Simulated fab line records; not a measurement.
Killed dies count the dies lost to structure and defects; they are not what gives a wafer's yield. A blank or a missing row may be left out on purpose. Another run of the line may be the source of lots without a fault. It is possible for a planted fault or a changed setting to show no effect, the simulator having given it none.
Matching of chambers / flow n5-finfet / N5_FIN_CUT_CUT_ETCH_15 on rie-si-02: 4 sister chambers
The step etches Si in HBr/Cl2/O2, target depth 100 nm, bt time 10 s, time 42.4 s. 8 wafers are shown with their chamber, then 12 later ones without.

## WAFERS PAIRED WITH THEIR CHAMBERS
wafer=L084.2; chamber=0; throttle-valve-pct (%)=36.9; drypump-motor-current-A (A)=5.8
wafer=L085.1; chamber=0; throttle-valve-pct (%)=36.9; drypump-motor-current-A (A)=5.8
wafer=L085.6; chamber=3; throttle-valve-pct (%)=38.0; drypump-motor-current-A (A)=5.2
wafer=L088.1; chamber=2; throttle-valve-pct (%)=37.1; drypump-motor-current-A (A)=5.6
wafer=L088.6; chamber=1; throttle-valve-pct (%)=37.2; drypump-motor-current-A (A)=6.1
wafer=L089.2; chamber=1; throttle-valve-pct (%)=37.1; drypump-motor-current-A (A)=6.0
wafer=L089.5; chamber=3; throttle-valve-pct (%)=38.0; drypump-motor-current-A (A)=5.2
wafer=L089.6; chamber=2; throttle-valve-pct (%)=37.1; drypump-motor-current-A (A)=5.7

## WAFERS WITHOUT THEIR CHAMBER
wafer=L090.2; throttle-valve-pct (%)=37.1; drypump-motor-current-A (A)=5.7
wafer=L090.5; throttle-valve-pct (%)=37.1; drypump-motor-current-A (A)=5.7
wafer=L090.6; throttle-valve-pct (%)=37.2; drypump-motor-current-A (A)=6.0
wafer=L091.4; throttle-valve-pct (%)=37.2; drypump-motor-current-A (A)=6.0
wafer=L091.5; throttle-valve-pct (%)=37.2; drypump-motor-current-A (A)=6.1
wafer=L091.6; throttle-valve-pct (%)=37.0; drypump-motor-current-A (A)=5.8
wafer=L092.2; throttle-valve-pct (%)=37.2; drypump-motor-current-A (A)=6.1
wafer=L092.3; throttle-valve-pct (%)=37.1; drypump-motor-current-A (A)=5.7
wafer=L092.5; throttle-valve-pct (%)=38.0; drypump-motor-current-A (A)=5.2
wafer=L096.3; throttle-valve-pct (%)=37.9; drypump-motor-current-A (A)=5.2
wafer=L096.5; throttle-valve-pct (%)=38.0; drypump-motor-current-A (A)=5.2
wafer=L096.6; throttle-valve-pct (%)=36.9; drypump-motor-current-A (A)=5.8

## WHICH CHAMBER EACH ONE RAN IN
wafer=L090.2; from the rows above=2; in truth=2
wafer=L090.5; from the rows above=2; in truth=2
wafer=L090.6; from the rows above=1; in truth=1
wafer=L091.4; from the rows above=1; in truth=1
wafer=L091.5; from the rows above=1; in truth=1
wafer=L091.6; from the rows above=can't be placed: 0 or 2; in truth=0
wafer=L092.2; from the rows above=1; in truth=1
wafer=L092.3; from the rows above=2; in truth=2
wafer=L092.5; from the rows above=3; in truth=3
wafer=L096.3; from the rows above=3; in truth=3
wafer=L096.5; from the rows above=3; in truth=3
wafer=L096.6; from the rows above=0; in truth=0
Correct placement for 11 of the 12. Cannot be placed on the basis of these rows: 1; the candidates contain the true chamber in 1. Placed wrongly: 0.
How it was worked out, from the rows above alone: a wafer's distance from a chamber is the root of the sum, over the readings, of the square of ((its reading less the chamber's mean) divided by the reading's scatter). If the next closest chamber is less than 2 further off than the closest, the wafer can't be placed; otherwise it belongs to the closest. A chamber's mean is the mean of its shown wafers. How the scatter is found: for the shown wafers, subtract from each reading the mean of its chamber, square and add these, divide the total by (wafers less chambers), then take the root.
